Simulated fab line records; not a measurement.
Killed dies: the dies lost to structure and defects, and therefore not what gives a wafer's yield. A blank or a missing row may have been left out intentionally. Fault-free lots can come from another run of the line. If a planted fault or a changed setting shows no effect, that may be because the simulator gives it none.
Matching of chambers + flow n5Finfet + aldMetal-04 running N5_HKMG_FIN_ALD_91: 4 sister chambers
The step deposits TiN, target thk 1 nm, pulse time 1 s, purge time 3 s. 22 wafers are shown with their chamber, then 11 later ones without.

## WAFERS, EACH WITH ITS CHAMBER
| wafer  | chamber | heaterPowerOuterW (W) | heaterPowerW (W) | precursorPulseHeightRel |
|--------|---------|-----------------------|------------------|-------------------------|
| L074.1 | 2       | 637                   | 969              | 0.985                   |
| L074.2 | 1       | 579                   | 1040             | 1.010                   |
| L074.3 | 0       | 551                   | 867              | 0.986                   |
| L076.1 | 2       | 647                   | 991              | 1.021                   |
| L076.2 | 1       | 589                   | 1018             | 1.012                   |
| L076.4 | 3       | 498                   | 774              | 1.000                   |
| L078.1 | 0       | 536                   | 859              | 0.990                   |
| L078.2 | 2       | 643                   | 957              | 1.015                   |
| L078.3 | 1       | 577                   | 1061             | 1.020                   |
| L079.1 | 1       | 575                   | 1070             | 0.980                   |
| L079.2 | 3       | 502                   | 740              | 1.022                   |
| L079.3 | 0       | 540                   | 826              | 1.009                   |
| L081.1 | 3       | 497                   | 777              | 1.011                   |
| L081.2 | 0       | 526                   | 850              | 0.999                   |
| L081.6 | 2       | 637                   | 983              | 1.015                   |
| L083.1 | 0       | 523                   | 848              | 1.034                   |
| L083.3 | 3       | 502                   | 740              | 1.001                   |
| L083.5 | 3       | 491                   | 750              | 0.972                   |
| L084.1 | 3       | 493                   | 744              | 1.040                   |
| L084.3 | 0       | 540                   | 850              | 0.997                   |
| L084.6 | 0       | 541                   | 843              | 1.009                   |
| L088.1 | 0       | 538                   | 848              | 1.005                   |

SIGNATURES, as means of the wafers listed above
| reading                 | chamber 0 | chamber 1 | chamber 2 | chamber 3 | scatter within a chamber |
|-------------------------|-----------|-----------|-----------|-----------|--------------------------|
| heaterPowerOuterW       | 536.88    | 580.00    | 641.00    | 497.17    | 6.83                     |
| heaterPowerW            | 848.88    | 1047.25   | 975.00    | 754.17    | 16.2                     |
| precursorPulseHeightRel | 1.00362   | 1.00550   | 1.00900   | 1.00767   | 0.0181                   |
Rule: a wafer lies at a distance from a chamber equal to the root of the sum of squares, over the readings, of (its reading less the chamber's mean, divided by the reading's scatter). The wafer belongs to the nearest chamber; if the next one is less than 2 further off, it can't be placed. The scatter: take each reading less its chamber's mean, square it, sum over the shown wafers, divide by the number of wafers less the number of chambers, and take the root.

## WAFERS WITH NO CHAMBER GIVEN
| wafer  | heaterPowerOuterW (W) | heaterPowerW (W) | precursorPulseHeightRel |
|--------|-----------------------|------------------|-------------------------|
| L088.3 | 579                   | 1052             | 0.983                   |
| L088.4 | 636                   | 973              | 1.004                   |
| L089.1 | 499                   | 730              | 0.986                   |
| L089.3 | 570                   | 1040             | 0.999                   |
| L089.6 | 628                   | 962              | 1.023                   |
| L093.1 | 496                   | 772              | 0.991                   |
| L093.2 | 531                   | 852              | 0.992                   |
| L093.4 | 490                   | 738              | 0.979                   |
| L097.3 | 541                   | 846              | 0.997                   |
| L097.4 | 520                   | 853              | 1.003                   |
| L097.5 | 501                   | 737              | 1.008                   |

## WHICH CHAMBER EACH ONE RAN IN
| wafer  | from the rows above | in truth |
|--------|---------------------|----------|
| L088.3 | 1                   | 1        |
| L088.4 | 2                   | 2        |
| L089.1 | 3                   | 3        |
| L089.3 | 1                   | 1        |
| L089.6 | 2                   | 2        |
| L093.1 | 3                   | 3        |
| L093.2 | 0                   | 0        |
| L093.4 | 3                   | 3        |
| L097.3 | 0                   | 0        |
| L097.4 | 0                   | 0        |
| L097.5 | 3                   | 3        |
Correct placement for 11 of the 11. Number that these rows cannot place: 0. Wrongly placed: 0.
